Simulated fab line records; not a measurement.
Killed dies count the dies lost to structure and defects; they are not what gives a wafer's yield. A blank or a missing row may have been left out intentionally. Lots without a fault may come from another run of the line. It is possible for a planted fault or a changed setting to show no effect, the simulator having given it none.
2 desks looking at one fault + flow n5-finfet + numbers are kept per desk, each desk with only its own; the story behind them comes last

## FOR THE TOOL OWNER'S DESK: pecvd-04
The tool's own readings at N5_BEOL_M5_DEP_56 (deposits SiCN from 3MS/NH3, target thk 8 nm, time 14 s): means of the sampled wafers that have a number, for each lot that ran on this tool. The brackets show how far a lot's mean lies from the usual mean; more than 4 standard deviations puts the lot out of limits, marked OUT.
Columns: A = showerhead-plenum-p-Torr at N5_BEOL_M5_DEP_56, usual 3.669 Torr; B = throttle-valve-pct at N5_BEOL_M5_DEP_56, usual 9.3 %
| lot  | first seen here | A     | B   |
|------|-----------------|-------|-----|
| L612 | day 10 17:20    | 3.668 | 9.1 |
| L616 | day 11 20:58    | 3.661 | 8.6 |
Result from this desk: across the 2 lots, nothing is out of limits.

## FROM THE METROLOGY DESK
What the gauges read, lot by lot, whatever tool the lot ran on: means of the sampled wafers that have a number. The brackets show how far a lot's mean lies from the usual mean; more than 4 standard deviations puts the lot out of limits, marked OUT.
Columns: A = M5_THK at N5_BEOL_M5_THK_MEAS_53, usual 62.6 nm; B = M5_RS at N5_BEOL_M5_RS_MEAS_57, usual 0.391 ohm/sq
| lot  | first seen here | A    | B     |
|------|-----------------|------|-------|
| L609 | day 9 20:08     | 62.4 | 0.395 |
| L612 | day 10 17:09    | 62.3 | 0.397 |
| L617 | day 11 17:07    | 62.4 | 0.393 |
| L616 | day 11 20:46    | 63.2 | 0.387 |
| L625 | day 14 08:12    | 61.0 | 0.400 |
Result from this desk: across the 5 lots, nothing is out of limits.

## BROUGHT TOGETHER
Nothing out of limits was seen by the tool owner's desk.
Metrology desk: nothing out of limits seen.

## WHAT WAS PUT IN BY THE SIMULATOR
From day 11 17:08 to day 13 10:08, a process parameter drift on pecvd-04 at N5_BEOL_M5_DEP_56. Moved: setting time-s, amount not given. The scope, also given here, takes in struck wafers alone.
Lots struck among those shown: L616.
